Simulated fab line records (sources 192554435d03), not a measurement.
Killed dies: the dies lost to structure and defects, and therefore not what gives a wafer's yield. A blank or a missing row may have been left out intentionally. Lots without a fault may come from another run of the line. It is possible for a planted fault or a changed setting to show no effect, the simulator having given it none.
Lot-split experiment + flow n5Finfet + route with 1938 steps; 7 lots, 21 wafers read

THE SPLIT
At N5_BEOL_M14_COAT_66 (time 60 s, resist thk 110 nm), the setting spinRpm was moved away from the recipe's 1500 rpm on 5 of the 21 wafers read, by -8.5% to -3.4%. This setting was run at the recipe's value on the other wafers.

FROM THE SPLIT TO THE READING: what the file shows between them, 7 steps
- N5_BEOL_M14_EXPOSE_25: exposes mask M14, target cd 280 nm (also split here: doseMj)
- N5_BEOL_M14_PEB_26: peb time 90 s
- N5_BEOL_M14_DEVELOP_27: develop time 45 s
- N5_BEOL_M14_HARDBAKE_32: time 120 s
- N5_BEOL_M14_CD_MEAS_28: target cd 284.4 nm
- N5_BEOL_M14_DESCUM_33: chemistry O2, time 7.9 s
- N5_BEOL_M14_ETCH_67: etches SiARC in CF4, target depth 143 nm, time 238.3 s

THE READING
SiARC_of_BEOL_M14_COAT_66.thkNm (the simulator's own value, which no gauge read), in nm, at N5_BEOL_M14_ETCH_68 (etches SOC in N2/H2, time 450 s). The file gives no usual value for it. Across the 16 wafers here that went through the recipe, the average is 65.3 nm and the standard deviation 0.44 nm.

| wafer  | tool, chamber at the split | spinRpm as run, rpm | against the recipe | SiARC_of_BEOL_M14_COAT_66.thkNm, nm | against lot-mates on the recipe |
|--------|----------------------------|---------------------|--------------------|-------------------------------------|---------------------------------|
| L074.1 | lithoTrack-03, 0           | 1500                | recipe             | 64.8                                | -                               |
| L074.3 | lithoTrack-03, 0           | 1500                | recipe             | 65.2                                | -                               |
| L074.4 | lithoTrack-03, 0           | 1500                | recipe             | 65.6                                | -                               |
| L079.1 | lithoTrack-05, 0           | 1500                | recipe             | 66                                  | -                               |
| L079.3 | lithoTrack-05, 0           | 1500                | recipe             | 65                                  | -                               |
| L079.4 | lithoTrack-05, 0           | 1500                | recipe             | 65.8                                | -                               |
| L078.1 | lithoTrack-05, 0           | 1500                | recipe             | 65.8                                | -                               |
| L078.5 | lithoTrack-05, 0           | 1500                | recipe             | 65.8                                | -                               |
| L078.2 | lithoTrack-05, 0           | 1500                | recipe             | 65                                  | -                               |
| L084.1 | lithoTrack-01, 0           | 1376                | -8.3%              | 70.4                                | +5.2                            |
| L084.2 | lithoTrack-01, 0           | 1500                | recipe             | 65.2                                | -                               |
| L084.4 | lithoTrack-01, 0           | 1376                | -8.3%              | 69.6                                | +4.4                            |
| L085.3 | lithoTrack-05, 0           | 1500                | recipe             | 64.6                                | -                               |
| L085.5 | lithoTrack-05, 0           | 1500                | recipe             | 64.6                                | -                               |
| L085.4 | lithoTrack-05, 0           | 1373                | -8.5%              | 69.4                                | +4.8                            |
| L086.1 | lithoTrack-05, 0           | 1500                | recipe             | 65.8                                | -                               |
| L086.3 | lithoTrack-05, 0           | 1500                | recipe             | 65.6                                | -                               |
| L086.5 | lithoTrack-05, 0           | 1500                | recipe             | 65.4                                | -                               |
| L089.3 | lithoTrack-01, 0           | 1449                | -3.4%              | 66.2                                | +0.8                            |
| L089.5 | lithoTrack-01, 0           | 1500                | recipe             | 65.4                                | -                               |
| L089.6 | lithoTrack-01, 0           | 1449                | -3.4%              | 66.6                                | +1.2                            |

FIT RESULTS
A straight line over all 21 wafers: SiARC_of_BEOL_M14_COAT_66.thkNm changes by -0.518 nm for each +1% of spinRpm; r = -0.95; the points scatter about the line by 0.5 nm.
The same after taking each lot's own level away (the mean of its wafers on the recipe; 21 wafers): -0.556 nm for each +1%; r = -0.97; scatter 0.42 nm.
The reading moves by 4.7 nm for the largest change in spinRpm, on that fit.
Across the lots, their own levels run from 64.60 to 65.60 nm, a range of 2.3 times the standard deviation given above.
Hence the lot-to-lot level has little effect on the slope; both slopes agree.
Check: for one of the wafers moved furthest among these (-8.5%), held out of the fit, the line's prediction against its lot-mates is +4.58 nm. It came out at +4.8 nm against them.

OTHER SPLITS APPLIED TO THESE WAFERS
These wafers also went through other splits before the reading. Each is held against what the fit with the lots' levels taken away leaves over:
| other split on the same wafers      | wafers away from the commonest value | r with SiARC_of_BEOL_M14_COAT_66.thkNm (lot level and that fit taken away) |
|-------------------------------------|--------------------------------------|----------------------------------------------------------------------------|
| N5_BEOL_M13_DEVELOP_27 developTimeS | 6                                    | -0.46                                                                      |
| N5_BEOL_M14_EXPOSE_25 doseMj        | 5                                    | -0.09                                                                      |

THE WHOLE CHAIN: every reading that the file lists as answering this split, in the file's order
| step                | what it does                                           | reading                                                                          | change (the file's fit)               | r (the file's) |
|---------------------|--------------------------------------------------------|----------------------------------------------------------------------------------|---------------------------------------|----------------|
| N5_BEOL_M14_COAT_66 | time 60 s, resist thk 110 nm                           | SiARC_of_BEOL_M14_COAT_66.thkNm (the simulator's own value, which no gauge read) | -0.576 nm for each +1% of the setting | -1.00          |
| N5_BEOL_M14_ETCH_67 | etches SiARC in CF4, target depth 143 nm, time 238.3 s | etch.depthNm (the simulator's own value, which no gauge read)                    | -0.581 nm for each +1% of the setting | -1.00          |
| N5_BEOL_M14_ETCH_67 | etches SiARC in CF4, target depth 143 nm, time 238.3 s | coat_of_BEOL_M14_COAT_22.thkNm (the simulator's own value, which no gauge read)  | +0.37 nm for each +1% of the setting  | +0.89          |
| N5_BEOL_M14_ETCH_68 | etches SOC in N2/H2, time 450 s                        | SiARC_of_BEOL_M14_COAT_66.thkNm (the simulator's own value, which no gauge read) | -0.552 nm for each +1% of the setting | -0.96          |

FILE'S OWN FIT
SiARC_of_BEOL_M14_COAT_66.thkNm changes by -0.552 nm for each +1% of spinRpm, r = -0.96.
